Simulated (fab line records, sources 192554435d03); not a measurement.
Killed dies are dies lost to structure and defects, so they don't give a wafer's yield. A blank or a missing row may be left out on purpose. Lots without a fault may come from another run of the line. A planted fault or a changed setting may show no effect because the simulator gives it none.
Chamber matching | flow n5_finfet | N5_BEOL_M7_ETCH_61 on rie_diel-04: 4 sister chambers
The step etches SiARC in CF4, target depth 45.5 nm, time 75.8 s. 4 wafers are shown with their chamber, then 7 later ones without.

WAFERS WITH THEIR CHAMBER
wafer  | chamber | etch_rf_on_time_s (s)
L078.2 | 0       | 77.3
L088.3 | 3       | 78.4
L094.2 | 2       | 73.2
L094.5 | 1       | 74.4

WAFERS WITHOUT THEIR CHAMBER
wafer  | etch_rf_on_time_s (s)
L094.6 | 76.4
L095.1 | 78.2
L095.3 | 77.7
L095.4 | 75.2
L097.1 | 74.8
L097.2 | 78.0
L097.5 | 77.9

WHICH CHAMBER EACH WENT THROUGH
wafer  | from the rows above          | in truth
L094.6 | can't be placed: 0 or 1 or 3 | 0
L095.1 | can't be placed: 3 or 0      | 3
L095.3 | can't be placed: 0 or 3      | 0
L095.4 | 1                            | 1
L097.1 | 1                            | 1
L097.2 | can't be placed: 3 or 0      | 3
L097.5 | can't be placed: 3 or 0      | 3
Placed correctly: 2 of 7. Can't be placed from these rows: 5 (the true chamber is among the candidates in 5). Placed wrongly: 0.
How it was worked out, from the rows above alone: a wafer's distance from a chamber is the root of the sum, over the readings, of the square of ((its reading less the chamber's mean) divided by the reading's scatter). The wafer belongs to the nearest chamber; if the next one is less than 2 further off, it can't be placed. A chamber's mean is the mean of its shown wafers. The scatter: with one shown wafer a chamber, the root of the mean of the squares of how far each hidden wafer lies from its nearest shown one.
